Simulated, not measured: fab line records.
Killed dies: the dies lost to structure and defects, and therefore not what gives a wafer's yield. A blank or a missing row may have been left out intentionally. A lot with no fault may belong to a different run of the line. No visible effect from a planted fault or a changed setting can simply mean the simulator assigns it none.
Comparing a struck lot with a sound one | flow nand_harc | 23 out of 1302 route steps
Sound: these wafers, L190.2, L190.3, L190.5. Wafers L192.2, L192.3, L192.4 were the ones struck. The cause comes at the end.
Per side, at each step with rows, come the tool, then ch with its chambers, and then its first start. Under that, the readings that differ: sound wafers | struck wafers | difference of the means | sigmas: that difference in standard deviations of wafers without a fault.
alike: words and numbers the same on both sides, and readings whose means are apart by under 2 such deviations; not compared: readings that were withheld, readings missing a value for some wafer, numbers with overlapping values and no deviation given by the record, and bounds like >300 which may hide the same value.
Wherever a step has rows on one side only, a row that says differs or no value, or a row with sigmas, the two part there. Non-overlapping numbers with no deviation appear without sigmas and do not part them. Lack of a reading on every wafer of one side parts them only where that side has two or more wafers.

first, 2 steps without rows for these wafers: NHARC_A_SGD_CUT_ETCH_26 (etches SiO2 in dHF, target depth 45.8 nm); NHARC_A_SGD_CUT_ETCHBACK_24 (etches the open film in CH3F/O2, target depth 50 nm, time 92.857 s).
NHARC_A_SGD_CUT_STRIP_28: strips in O2, time 20 s.
  sound: rie_diel-02 ch 1,2,3; struck: rie_diel-12 ch 0,1,3
  alike: drypump_motor_current_A, oes_product_au, rf_vpp_V, showerhead_plenum_p_Torr, throttle_valve_pct
  not compared: rf_hours_counter_h
NHARC_A_SGD_CUT_INSPECT_25:
  sound on defect_inspect-01, day 23 01:13; struck on defect_inspect-02, day 23 07:19
  alike: raw_defect_count
NHARC_A_SLIT_DEP_25: deposits SiO2, target thk 200 nm.
  sound on pecvd-04 ch 0,2, day 23 01:19; struck on pecvd-04 ch 0,1, day 23 07:23
  alike: heater_power_w, throttle_valve_pct
then, 1 step without rows for these wafers: NHARC_A_SLIT_DEP_00 (deposits aC, target thk 6200 nm).
NHARC_A_SLIT_DEP_23: deposits SiON, target thk 100 nm.
  sound on pecvd-03 ch 0,1,2, day 23 05:28; struck on pecvd-04 ch 0,1, day 23 12:59
  alike: heater_power_w
then, 5 steps without rows for these wafers: NHARC_A_SLIT_DEHYDRATE_01 (time 120 s); NHARC_A_SLIT_HMDS_02 (time 30 s); NHARC_A_SLIT_COAT_03 (resist thk 90 nm); NHARC_A_SLIT_SOFTBAKE_04 (time 55 s); NHARC_A_SLIT_EBR_05.
NHARC_A_SLIT_EXPOSE_06: exposes mask SLIT.
  sound on arfi_scanner-02 ch 0, day 23 05:59; struck on arfi_scanner-02 ch 0, day 23 13:32
  reading              | sound             | struck            | difference | sigmas
  exposure_dose_mJ_cm2 | 60.90 61.01 60.98 | 67.40 67.36 67.34 | +6.40      | +99 or more
  alike: mask
then, 2 steps without rows for these wafers: NHARC_A_SLIT_PEB_07 (peb time 65 s); NHARC_A_SLIT_DEVELOP_08 (develop time 35 s).
NHARC_A_SLIT_CD_MEAS_09: target cd 300 nm.
  sound on cd_sem-01 ch 0, day 23 06:07; struck on cd_sem-03 ch 0
  reading    | sound             | struck            | difference | sigmas
  cd_nm (nm) | 299.5 299.1 299.6 | 305.2 305.1 304.6 | +5.6       | +12
  not compared: hold
NHARC_A_SLIT_OVL_MEAS_10:
  sound on overlay-02, day 23 06:13; struck on overlay-02, day 23 15:32
  reading | sound | struck                                                                     | difference                   | sigmas
  hold    | - - - | await_dispo/1.6h/release await_dispo/1.6h/release await_dispo/1.6h/release | no value on the sound wafers |
  alike: overlay_x_nm, overlay_y_nm
NHARC_A_SLIT_INSPECT_11:
  sound on defect_inspect-02, day 23 06:14; struck on defect_inspect-02, day 23 15:34
  alike: raw_defect_count
NHARC_A_SLIT_DESCUM_14: chemistry O2, time 3 s.
  sound on rie_diel-06 ch 2,3, day 23 06:18; struck on rie_diel-11 ch 0,1,3, day 23 15:38
  alike: drypump_motor_current_A, oes_product_au, rf_vpp_V, showerhead_plenum_p_Torr, throttle_valve_pct
  not compared: rf_hours_counter_h
NHARC_A_SLIT_ETCH_24: etches the open film in CF4/CHF3, target depth 121 nm, time 60.5 s.
  sound on rie_diel-06 ch 2,3, day 23 06:25; struck on rie_diel-11 ch 1,2,3, day 23 15:44
  reading                        | sound                   | struck            | difference | sigmas
  model.A_SLIT.cd_offset_nm (nm) | -0.08014 -1.293 -0.6257 | 4.663 5.109 3.605 | +5.125     |
  alike: drypump_motor_current_A, oes_product_au, rf_vpp_V, showerhead_plenum_p_Torr, throttle_valve_pct
  not compared: rf_hours_counter_h
NHARC_A_SLIT_ETCH_15: etches the open film in O2/COS, target depth 6200 nm, time 1612 s.
  sound: rie_diel-06 ch 0,2,3; struck: rie_diel-11 ch 0,1,2
  reading                        | sound                  | struck            | difference | sigmas
  model.A_SLIT.cd_offset_nm (nm) | -0.1362 -1.511 -0.6601 | 4.559 4.711 3.511 | +5.029     |
  alike: drypump_motor_current_A, oes_product_au, rf_vpp_V, showerhead_plenum_p_Torr, throttle_valve_pct
  not compared: rf_hours_counter_h
NHARC_A_SLIT_ETCH_17: etches the open film in C4F8/O2/Ar, time 4254.5 s, target depth 20300 nm.
  sound on har_etch-01 ch 0,1, day 23 07:49; struck on har_etch-01 ch 0,1, day 23 17:29
  alike: c4f8_flow_sccm, drypump_motor_current_A, showerhead_plenum_p_Torr, throttle_valve_pct
  not compared: rf_hours_counter_h
-- record jumps: 4 days between struck wafers' starts before vs after; left off in module A_SLIT, resumes in module END, first step shown is number 1302 of the route --
NHARC_END_SORT_01:
  sound on prober-01 ch 0, day 28 09:13; struck on prober-02 ch 0, day 28 01:23
  reading         | sound | struck | difference | sigmas
  killed_at_other | 2 4 2 | 0      | -3         | -2
  killed_short    | 3 1 2 | 6      | +4         | +2
  alike: killed_at_array, killed_at_periphery, killed_dies, killed_open
  not compared: hold

== WHERE THEY PART ==
Last at NHARC_END_SORT_01 as far as this record goes, first at NHARC_A_SLIT_EXPOSE_06.

WHY: whatever the simulator had introduced
Process parameter drift: arfi_scanner-02, from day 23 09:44 on, at NHARC_A_SLIT_EXPOSE_06. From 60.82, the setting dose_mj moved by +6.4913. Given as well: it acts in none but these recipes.
